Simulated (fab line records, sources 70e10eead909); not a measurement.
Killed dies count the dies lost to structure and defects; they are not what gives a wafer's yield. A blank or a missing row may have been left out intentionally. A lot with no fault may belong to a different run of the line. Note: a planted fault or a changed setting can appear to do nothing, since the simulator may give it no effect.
Matching of chambers / flow nandHarc / NHARC_P_M1_PRE_CLEAN_32 on pecvd-03: 3 sister chambers
The step time 12 s. 20 wafers are shown with their chamber, then 10 later ones without.

== WAFERS PAIRED WITH THEIR CHAMBERS ==
wafer=L075.3; chamber=1; heaterPowerW (W)=573
wafer=L075.4; chamber=1; heaterPowerW (W)=569
wafer=L075.6; chamber=0; heaterPowerW (W)=667
wafer=L078.2; chamber=1; heaterPowerW (W)=561
wafer=L078.4; chamber=1; heaterPowerW (W)=562
wafer=L078.6; chamber=0; heaterPowerW (W)=620
wafer=L080.1; chamber=0; heaterPowerW (W)=647
wafer=L080.2; chamber=2; heaterPowerW (W)=707
wafer=L080.4; chamber=1; heaterPowerW (W)=497
wafer=L082.1; chamber=0; heaterPowerW (W)=586
wafer=L082.2; chamber=2; heaterPowerW (W)=685
wafer=L082.3; chamber=1; heaterPowerW (W)=536
wafer=L086.2; chamber=0; heaterPowerW (W)=605
wafer=L086.3; chamber=0; heaterPowerW (W)=611
wafer=L086.5; chamber=1; heaterPowerW (W)=570
wafer=L088.1; chamber=0; heaterPowerW (W)=654
wafer=L088.5; chamber=0; heaterPowerW (W)=672
wafer=L088.6; chamber=1; heaterPowerW (W)=572
wafer=L091.1; chamber=2; heaterPowerW (W)=665
wafer=L091.2; chamber=1; heaterPowerW (W)=538

SIGNATURES (means of the wafers above)
reading=heaterPowerW; chamber 0=632.75; chamber 1=553.11; chamber 2=685.67; scatter within a chamber=27.6
Rule: a wafer lies at a distance from a chamber equal to the root of the sum of squares, over the readings, of (its reading less the chamber's mean, divided by the reading's scatter). If the next closest chamber is less than 2 further off than the closest, the wafer can't be placed; otherwise it belongs to the closest. The scatter: take each reading less its chamber's mean, square it, sum over the shown wafers, divide by the number of wafers less the number of chambers, and take the root.

== WAFERS WITH NO CHAMBER GIVEN ==
wafer=L091.5; heaterPowerW (W)=602
wafer=L093.1; heaterPowerW (W)=478
wafer=L093.3; heaterPowerW (W)=698
wafer=L093.5; heaterPowerW (W)=490
wafer=L094.3; heaterPowerW (W)=613
wafer=L094.4; heaterPowerW (W)=528
wafer=L094.5; heaterPowerW (W)=598
wafer=L096.1; heaterPowerW (W)=671
wafer=L096.2; heaterPowerW (W)=585
wafer=L096.3; heaterPowerW (W)=716

== EACH ONE'S CHAMBER ==
wafer=L091.5; from the rows above=can't be placed: 0 or 1 or 2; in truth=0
wafer=L093.1; from the rows above=1; in truth=1
wafer=L093.3; from the rows above=can't be placed: 2 or 0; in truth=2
wafer=L093.5; from the rows above=1; in truth=1
wafer=L094.3; from the rows above=can't be placed: 0 or 1 or 2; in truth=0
wafer=L094.4; from the rows above=1; in truth=1
wafer=L094.5; from the rows above=can't be placed: 0 or 1 or 2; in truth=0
wafer=L096.1; from the rows above=can't be placed: 2 or 0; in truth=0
wafer=L096.2; from the rows above=can't be placed: 1 or 0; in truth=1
wafer=L096.3; from the rows above=can't be placed: 2 or 0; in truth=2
Placed correctly: 3 of 10. Not placeable from these rows: 7 (in 7, the candidates include the true chamber). Number placed wrongly: 0.
